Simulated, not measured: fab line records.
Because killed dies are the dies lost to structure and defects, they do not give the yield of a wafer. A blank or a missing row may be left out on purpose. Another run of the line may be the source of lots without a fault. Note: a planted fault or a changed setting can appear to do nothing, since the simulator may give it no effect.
fab line records	flow n5_finfet
record: lots: 10	wafers: 28	last_day: 17
route steps=1938 shown BEOL_M4@1111 BEOL_M5@1159 PASSIVATION@1936
lots with no fault: from the same line, run without faults
start_h: the number of hours between the record's first day and the start of the first shown wafer of the lot	wait_h: hours elapsed since this lot's preceding step	" as in the row above	L1.1+2: one row covering several wafers at once	- either no value or no given start	* or withheld: withheld	< > ~ a bound
route shown NAME@n: NAME is a module with steps in the file, n the number in the route of the first one	usual: the fault-free wafers' mean and standard deviation	same: alike in all rows	chamber/n: place in a boat	sites: the reading at each site	_std_site: standard deviation across them	_edge_site: inner sites' mean taken away from outer sites' mean	radius_mm: for every site, how far away it sits from the centre of the wafer	mask NAME#n: copy n	behind: tool/chamber where the wafer was last shaped	hold: why the lot was held/for how many hours/how that ended	device: transistor that didn't switch, given as n, p or np	end of line: the same wafers' tests at the end of the route	a step with no rows: only its recipe	killed: at the first sort, the dies lost to defects and structure; wafer yield is something else	map: a wafer's dies, x killed, . not, _ none there
set.NAME: the run value of the setting; set.NAME@STEP: its run value at that earlier step	model.NAME: the simulator's own value behind a step, which no gauge read
route steps across a sampled set of lots; one table per step, one row per wafer
services: the hour from which a tool's chamber was out of use, counted from the record's first day as start_h (under 0 if before that day), plus the number of hours and why
== steps ==
step: N5_BEOL_M4_RC_MEAS_101
usual: DIBL_N: 36.5/2.2	DIBL_P: 36.9/2.9	IOFF_N: 0.17/0.044	IOFF_P: 0.22/0.052	ION_N: 671/16	ION_P: 461/10	SS_N: 71.6/0.73	SS_P: 73.5/0.79	VT_N: 250/4.1	VT_P: -250/4.1
lot.wafer	tool	chamber	start_h	wait_h	DIBL_N[mV/V]	DIBL_P[mV/V]	IOFF_N[nA/um]	IOFF_P[nA/um]	ION_N[uA/um]	ION_P[uA/um]	SS_N[mV/dec]	SS_P[mV/dec]	VT_N[mV]	VT_P[mV]
L565.1	prober-01	0	178.63	0.0	34.2	34.7	0.12	0.16	667	455	70.9	72.1	253	-255
L565.5	"	0	"	"	35.1	37.1	0.13	0.19	674	463	71.0	72.9	252	-254
L565.6	"	0	"	"	32.4	30.0	0.09	0.10	647	440	70.4	71.1	260	-262
L569.4	prober-02	0	209.55	0.5	35.4	33.8	0.14	0.16	645	443	71.9	72.2	251	-253
L569.5	"	0	"	"	36.6	36.8	0.15	0.21	653	449	72.1	73.5	252	-249
L569.6	"	0	"	"	31.5	31.6	0.09	0.14	640	446	70.9	71.8	257	-253
L571.3	prober-01	0	213.08	0.3	37.5	38.7	0.20	0.24	692	466	72.0	74.6	246	-251
L571.4	"	0	"	"	34.3	35.8	0.14	0.20	654	450	71.6	73.7	253	-252
L571.5	"	0	"	"	36.0	36.9	0.16	0.20	671	457	72.1	73.9	251	-249
L572.2	prober-01	0	219.46	0.2	37.2	36.5	0.16	0.25	671	462	71.9	73.6	252	-246
L572.3	"	0	"	"	33.1	31.3	0.11	0.18	648	447	71.2	73.2	255	-248
L572.5	"	0	"	"	36.8	36.6	0.16	0.24	660	462	71.2	73.8	250	-247
L573.2	prober-01	0	242.80	0.2	35.8	35.2	0.14	0.19	670	454	71.9	73.4	253	-253
L573.3	"	0	"	"	37.1	38.6	0.16	0.24	652	453	72.5	73.8	248	-250
L573.6	"	0	"	"	34.8	32.0	0.13	0.14	638	436	72.4	72.6	258	-258
L576.1	prober-01	0	260.88	0.0	33.4	32.6	0.11	0.14	661	448	70.1	73.1	256	-258
L576.4	"	0	"	"	38.8	38.4	0.19	0.21	669	446	72.4	73.8	251	-252
L576.6	"	0	"	"	36.5	35.0	0.14	0.17	657	454	71.5	72.4	254	-255
L582.2	prober-02	0	290.77	0.2	34.6	35.2	0.13	0.19	662	461	71.6	72.9	252	-250
L582.3	"	0	"	"	38.4	41.1	0.23	0.30	700	477	71.5	74.3	240	-246
L582.4	"	0	"	"	37.3	39.9	0.18	0.30	656	459	71.9	74.1	248	-244
L580.3	prober-01	0	291.50	0.6	38.2	39.8	0.20	0.25	684	468	72.4	73.7	249	-249
L580.4	"	0	"	"	37.5	38.9	0.18	0.24	670	459	72.2	73.6	249	-251
L583.2	prober-01	0	297.22	0.2	32.5	32.7	0.11	0.14	658	455	69.8	71.9	252	-255
L583.4	"	0	"	"	40.5	41.8	0.22	0.26	677	461	72.3	75.3	247	-249
L583.6	"	0	"	"	35.3	35.7	0.14	0.18	657	453	70.3	73.5	251	-253
L584.5	prober-02	0	297.47	0.6	34.6	34.3	0.13	0.16	652	445	71.5	72.7	253	-253
L584.6	"	0	"	"	36.5	37.3	0.18	0.20	669	453	71.7	73.7	245	-250
step: N5_BEOL_M5_STRIP_36
recipe: chemistry: N2/H2	power_w: 450	temp_c: 40	pressure_mtorr: 20	rf_frequency_hz: 6e+07	overash_fraction: 0.3	bias_power_w: 7	h2_frac: 0.5	n2_flow_sccm: 200	h2_flow_sccm: 200
usual: bias_power_w: 6.999/0.022	chamber_pressure_mTorr: 20.00/0.032	drypump_motor_current_A: 5.4/0.36	h2_flow_sccm: 200.0/0.6	oes_product_au: 0.84/0.085	rf_vpp_V: 59.2/1.5	showerhead_plenum_p_Torr: 2.54/0.1	throttle_valve_pct: 23.6/0.4
lot.wafer	tool	chamber	start_h	wait_h	bias_power_w	chamber_pressure_mTorr	drypump_motor_current_A	h2_flow_sccm	oes_product_au	rf_hours_counter_h	rf_vpp_V	showerhead_plenum_p_Torr	throttle_valve_pct
L565.1	rie_diel-03	2	182.59	0.0	6.978	19.99	5.1	200.2	0.81	106	61.1	2.57	23.5
L565.5	"	1	"	"	6.968	20.01	5.6	200.0	0.72	-	58.4	2.52	24.0
L565.6	"	2	"	"	6.998	19.96	5.1	200.1	0.81	-	56.9	2.57	23.5
L569.4	rie_diel-01	2	218.70	0.0	7.022	19.97	5.5	199.3	0.89	34	60.7	2.46	23.4
L569.5	"	3	"	"	6.995	20.04	5.6	200.0	0.91	-	59.6	2.56	22.9
L569.6	"	0	"	"	7.046	20.02	5.4	198.9	0.98	-	59.0	2.70	23.5
L571.3	rie_diel-03	3	220.50	0.0	-	-	-	-	-	-	-	-	-
L571.4	"	0	"	"	-	-	-	-	-	-	-	-	-
L571.5	"	3	"	"	-	-	-	-	-	-	-	-	-
L572.2	rie_diel-01	3	223.71	0.0	-	-	-	-	-	-	-	-	-
L572.3	"	1	"	"	-	-	-	-	-	-	-	-	-
L572.5	"	1	"	"	-	-	-	-	-	-	-	-	-
L573.2	rie_diel-01	0	247.64	0.0	6.986	20.03	5.3	199.2	0.94	17	58.7	2.70	23.5
L573.3	"	1	"	"	6.973	20.00	5.1	201.4	0.72	184	57.1	2.41	24.2
L573.6	"	0	"	"	6.968	19.97	5.4	199.9	0.95	-	58.4	2.70	23.5
L576.1	rie_diel-01	2	266.73	0.0	6.985	20.01	5.5	200.7	0.89	57	58.9	2.45	23.5
L576.4	"	0	"	"	6.986	20.01	5.4	199.3	0.93	26	56.8	2.69	23.5
L576.6	"	0	"	"	7.010	20.01	5.3	200.4	0.93	-	58.9	2.69	23.5
L582.2	rie_diel-03	2	295.41	0.0	7.022	20.06	5.1	200.4	0.80	125	59.3	2.56	23.5
L582.3	"	0	"	"	7.008	20.02	5.0	199.8	0.90	44	61.7	2.66	23.1
L582.4	"	1	"	"	6.991	19.96	5.6	199.2	0.72	219	60.3	2.51	24.0
L580.3	rie_diel-03	1	295.97	0.0	6.991	20.02	5.6	198.7	0.71	219	59.5	2.51	24.0
L580.4	"	2	"	"	6.978	19.99	5.1	199.9	0.79	126	58.9	2.56	23.5
L584.5	rie_diel-01	0	303.81	0.0	6.999	20.04	5.4	200.4	0.89	-	62.2	2.69	23.5
L584.6	"	3	"	"	7.010	20.02	5.6	198.7	0.88	-	59.6	2.55	22.9
L583.2	rie_diel-03	2	303.96	0.0	7.034	20.04	5.0	200.0	0.80	128	57.6	2.56	23.6
L583.4	"	1	"	"	7.039	20.05	5.6	199.9	0.70	221	59.7	2.51	24.0
L583.6	"	3	"	"	7.046	20.04	6.2	199.7	0.81	-	60.9	2.47	23.7
step: N5_BEOL_M5_ETCH_41
recipe: chemistry: CH3F/O2	target: SiCN	target_depth_a: 315	taper_deg: 2	time_s: 56.7	ion_energy_ev: 120	mask_material: TiN	pressure_mtorr: 30	source_w: 395	bias_w: 75	Ar_flow_sccm: 150	CH3F_flow_sccm: 30	O2_flow_sccm: 20
usual: CH3F_flow_sccm: 30.00/0.1	drypump_motor_current_A: 5.4/0.36	oes_product_au: 0.83/0.084	rf_vpp_V: 297.5/1.9	showerhead_plenum_p_Torr: 2.01/0.071	throttle_valve_pct: 16.3/0.31
lot.wafer	tool	chamber	start_h	wait_h	CH3F_flow_sccm	drypump_motor_current_A	oes_product_au	rf_hours_counter_h	rf_vpp_V	showerhead_plenum_p_Torr	throttle_valve_pct
L565.1	rie_diel-03	2	-	-	30.04	5.1	0.81	106	296.9	2.02	16.4
L565.5	"	1	"	"	29.92	5.6	0.72	-	297.5	1.97	16.5
L565.6	"	2	"	"	30.14	5.1	0.81	-	298.5	2.02	16.4
L569.4	rie_diel-01	2	-	-	29.86	5.5	0.91	34	296.3	1.94	16.0
L569.5	"	3	"	"	30.18	5.6	0.92	-	298.5	2.06	15.9
L569.6	"	0	"	"	29.94	5.3	0.94	-	300.5	2.10	16.1
L571.3	rie_diel-03	3	220.57	0.0	29.96	6.2	0.82	59	297.2	1.97	16.4
L571.4	"	0	"	"	30.02	5.0	0.92	35	298.6	2.12	16.1
L571.5	"	3	"	"	29.86	6.2	0.82	-	295.9	1.97	16.5
L572.2	rie_diel-01	3	223.78	0.0	29.90	5.6	0.91	23	298.5	2.06	16.0
L572.3	"	1	"	"	29.92	5.1	0.72	171	296.8	1.93	16.8
L572.5	"	1	"	"	30.12	5.1	0.73	-	294.9	1.93	16.8
L573.2	rie_diel-01	0	-	-	29.96	5.4	0.94	17	299.9	2.10	16.1
L573.3	"	1	"	"	29.94	5.1	0.72	184	294.9	1.93	16.8
L573.6	"	0	"	"	29.82	5.4	0.94	-	298.5	2.10	16.1
L576.1	rie_diel-01	2	-	-	29.88	5.5	0.87	57	295.6	1.93	16.0
L576.4	"	0	"	"	30.06	5.3	0.91	26	299.4	2.10	16.1
L576.6	"	0	"	"	30.13	5.4	0.92	-	300.6	2.10	16.1
L582.2	rie_diel-03	2	-	-	30.09	5.1	0.79	125	297.0	2.02	16.4
L582.3	"	0	"	"	29.96	5.0	0.89	44	299.4	2.12	16.1
L582.4	"	1	"	"	30.07	5.6	0.71	219	296.3	1.97	16.6
L580.3	rie_diel-03	1	-	-	29.77	5.6	0.71	219	297.0	1.97	16.6
L580.4	"	2	"	"	30.21	5.1	0.80	126	297.2	2.02	16.4
L584.5	rie_diel-01	0	-	-	30.00	5.3	0.89	-	299.4	2.09	16.1
L584.6	"	3	"	"	30.06	5.6	0.89	-	299.4	2.05	16.0
L583.2	rie_diel-03	2	-	-	29.91	5.1	0.80	128	297.7	2.02	16.4
L583.4	"	1	"	"	30.00	5.6	0.71	221	297.2	1.97	16.6
L583.6	"	3	"	"	30.06	6.2	0.80	-	296.2	1.96	16.5
step: N5_BEOL_M5_OCD_MEAS_38
usual: trench_depth_nm: 71.9/1.8
lot.wafer	tool	chamber	start_h	wait_h	trench_depth_nm
L565.1	ocd-02	-	182.78	-	71.2
L565.5	"	-	"	"	72.6
L565.6	"	-	"	"	71.3
L569.4	ocd-01	-	218.90	-	70.9
L569.5	"	-	"	"	73.4
L569.6	"	-	"	"	73.3
L571.3	ocd-01	-	220.70	0.1	71.3
L571.4	"	-	"	"	72.4
L571.5	"	-	"	"	70.8
L572.2	ocd-01	-	223.92	0.1	72.7
L572.3	"	-	"	"	68.5
L572.5	"	-	"	"	69.0
L573.2	ocd-01	-	247.84	-	73.3
L573.3	"	-	"	"	68.7
L573.6	"	-	"	"	72.4
L576.1	ocd-01	-	266.92	-	71.4
L576.4	"	-	"	"	74.0
L576.6	"	-	"	"	74.2
L582.2	ocd-02	-	295.60	-	71.7
L582.3	"	-	"	"	71.7
L582.4	"	-	"	"	72.8
L580.3	ocd-02	-	296.18	-	72.4
L580.4	"	-	"	"	70.9
L584.5	ocd-02	-	303.99	-	74.2
L584.6	"	-	"	"	74.9
L583.2	ocd-02	-	304.16	-	71.9
L583.4	"	-	"	"	73.2
L583.6	"	-	"	"	72.4
step: N5_BEOL_M5_CD_MEAS_35
recipe: target_cd_nm: 28	target_cd_y_nm: 24	polarity: opening
usual: cd_nm: 28.2/0.44
lot.wafer	tool	chamber	start_h	wait_h	cd_nm
L565.1	cd_sem-01	-	182.93	0.0	28.2
L565.5	"	-	"	"	29.3
L565.6	"	-	"	"	28.8
L569.4	cd_sem-01	-	219.05	0.0	28.7
L569.5	"	-	"	"	28.1
L569.6	"	-	"	"	28.4
L571.3	cd_sem-02	-	220.85	0.0	28.3
L571.4	"	-	"	"	27.3
L571.5	"	-	"	"	27.8
L572.2	cd_sem-01	-	224.08	0.0	28.4
L572.3	"	-	"	"	29.4
L572.5	"	-	"	"	28.5
L573.2	cd_sem-01	-	247.99	0.0	27.9
L573.3	"	-	"	"	27.4
L573.6	"	-	"	"	28.1
L576.1	cd_sem-01	-	267.08	0.0	28.0
L576.4	"	-	"	"	28.7
L576.6	"	-	"	"	28.2
L582.2	cd_sem-01	-	295.76	0.0	28.6
L582.3	"	-	"	"	28.6
L582.4	"	-	"	"	28.7
L580.3	cd_sem-01	-	296.33	0.0	28.1
L580.4	"	-	"	"	28.3
L584.5	cd_sem-01	-	304.14	0.0	27.9
L584.6	"	-	"	"	28.2
L583.2	cd_sem-02	-	304.31	0.0	27.6
L583.4	"	-	"	"	28.0
L583.6	"	-	"	"	28.3
step: N5_PASSIVATION_PROBE_49
usual: defect_limited_yield: 91.3/1.4	killed_at_M0_to_M3: 36/10	killed_at_M4_up: 13/5.4	killed_at_contacts: 12/5.3	killed_at_front_end: 39/10	killed_at_other: 3.2/2.7	killed_dies: 103/16	killed_on_rim: 13/4	killed_open: 68/13	killed_short: 33/6.6	sort_bin_5_function: 5.1/0.92	sort_bin_6_memory: 3.3/0.68	sort_bin_8_speed: 0.1/0.41	sort_n_pass: 1077/17	sort_yield_pct: 91.2/1.4
same: gross_dies: 1180	killed_at_back_side: 0	sort_bin_4_leakage[%]: 0
lot.wafer	tool	chamber	start_h	wait_h	defect_limited_yield[%]	killed_at_M0_to_M3	killed_at_M4_up	killed_at_contacts	killed_at_front_end	killed_at_other	killed_dies	killed_on_rim	killed_open	killed_short	sort_bin_5_function[%]	sort_bin_6_memory[%]	sort_bin_8_speed[%]	sort_n_pass	sort_yield_pct[%]
L571.3	prober-01	-	325.48	0.1	0	52	1081	9	37	1	1180	152	66	47	96.4	3.4	0	0	0
L571.4	prober-01	-	325.53	0.2	0	47	1092	6	30	5	1180	152	56	37	96.6	3.1	0	0	0
L571.5	prober-01	-	325.58	0.2	0	51	1085	13	23	8	1180	152	77	34	96.3	3.7	0	0	0
L572.2	prober-01	-	333.57	0.1	0	26	1106	12	36	0	1180	152	55	34	97.3	2.5	0	0	0
L572.3	prober-01	-	333.62	0.1	0	27	1089	24	38	2	1180	152	65	34	96.5	3.2	0	0	0
L572.5	prober-01	-	333.72	0.2	0	35	1081	20	42	2	1180	152	74	36	96.2	3.4	0	0	0
L580.4	prober-01	-	412.16	0.2	89.8	35	15	19	47	4	120	23	86	34	5.3	4.7	0	1060	89.8
killed by level:class
L571.3 BEOL_M5:area_ald=1065 BEOL_M0_SAQP:geometric_particle:open=12 BEOL_M0_SAQP:geometric_particle:short=11 BEOL_M4:geometric_particle:open=8 ILD0:geometric_particle:short=7 MOL_CONTACT_COAG:geometric_particle:open=7 BEOL_M1:geometric_particle:open=7 FIN_SAQP:geometric_particle:open=6
L571.4 BEOL_M5:area_ald=1086 BEOL_M1:geometric_particle:open=13 BEOL_M0_SAQP:geometric_particle:short=10 FIN_SAQP:geometric_particle:short=8 BEOL_M0_SAQP:geometric_particle:open=8 FIN_SAQP:geometric_particle:open=7 BEOL_M3:geometric_particle:open=7 GATE_CUT:geometric_particle:short=5
L571.5 BEOL_M5:area_ald=1067 MOL_CONTACT_COAG:geometric_particle:open=10 BEOL_M0_SAQP:geometric_particle:open=9 BEOL_M3:geometric_particle:open=9 BEOL_M0_SAQP:geometric_particle:short=8 BEOL_M1:geometric_particle:open=8 FIN_SAQP:geometric_particle:open=6 BEOL_M4:geometric_particle:open=6
L572.2 BEOL_M5:area_ald=1091 BEOL_M4:geometric_particle:open=12 BEOL_M0_SAQP:geometric_particle:short=12 DUMMY_GATE:geometric_particle:open=8 MOL_CONTACT_COAG:geometric_particle:open=8 BEOL_M0_SAQP:geometric_particle:open=6 FIN_SAQP:geometric_particle:short=5 FIN_SAQP:geometric_particle:open=5
L572.3 BEOL_M5:area_ald=1081 MOL_CONTACT_COAG:geometric_particle:open=19 STI_FIN_REVEAL:geometric_particle:open=9 BEOL_M0_SAQP:geometric_particle:short=6 BEOL_M0_SAQP:geometric_particle:open=6 FIN_SAQP:geometric_particle:short=5 MOL_CONTACT_COAG:geometric_particle:short=5 BEOL_M3:geometric_particle:open=5
L572.5 BEOL_M5:area_ald=1070 MOL_CONTACT_COAG:geometric_particle:open=13 FIN_SAQP:geometric_particle:open=10 BEOL_M0_SAQP:geometric_particle:short=10 BEOL_M4:geometric_particle:open=8 BEOL_M2:geometric_particle:open=8 MOL_CONTACT_COAG:geometric_particle:short=7 BEOL_M0_SAQP:geometric_particle:open=7
L580.4 MOL_CONTACT_COAG:geometric_particle:open=15 STI_FIN_REVEAL:geometric_particle:open=11 BEOL_M3:geometric_particle:open=8 DUMMY_GATE:geometric_particle:open=7 BEOL_M1:geometric_particle:open=6 ILD0:geometric_particle:open=6 BEOL_M0_SAQP:geometric_particle:open=6 BEOL_M0_SAQP:geometric_particle:short=5
== services ==
tool	chamber	start_h	hours	kind
rie_diel-01	0	223.37	15.1	repair
rie_diel-01	3	232.64	22.4	repair
rie_diel-03	-	244.35	28.1	pm
rie_diel-03	-	274.37	14.6	pm
rie_diel-03	-	302.43	0.1	repair
== key ==
first_sign: step: N5_BEOL_M5_STRIP_36	reading: tool_record	direction: missing
effect: step: N5_PASSIVATION_PROBE_49	reading: killed_at_M4_up	direction: up	sigmas: 99+	usual: 13	struck: 1089
more_kills_born_at: N5_BEOL_M5_ALD_86@ald_metal-02: 6460
met_at N5_BEOL_M5_STRIP_36
struck_lots L571,L572
later_rows_left_out L571.3,L571.4,L571.5,L572.2,L572.3,L572.5
not_acting_at N5_BEOL_M5_ETCH_41,N5_BEOL_M5_OCD_MEAS_38,N5_BEOL_M5_CD_MEAS_35
onset_between 218.70 220.50
fault: kind: skipped_step_whole	tool: rie_diel-01,rie_diel-03	chamber: -	onset_h: 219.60	steps: N5_BEOL_M5_STRIP_36	scope: struck_lots_only
later_rows_left_out: the simulator's readings of these wafers behind a module that went badly wrong aren't trusted and aren't shown, but for the sort
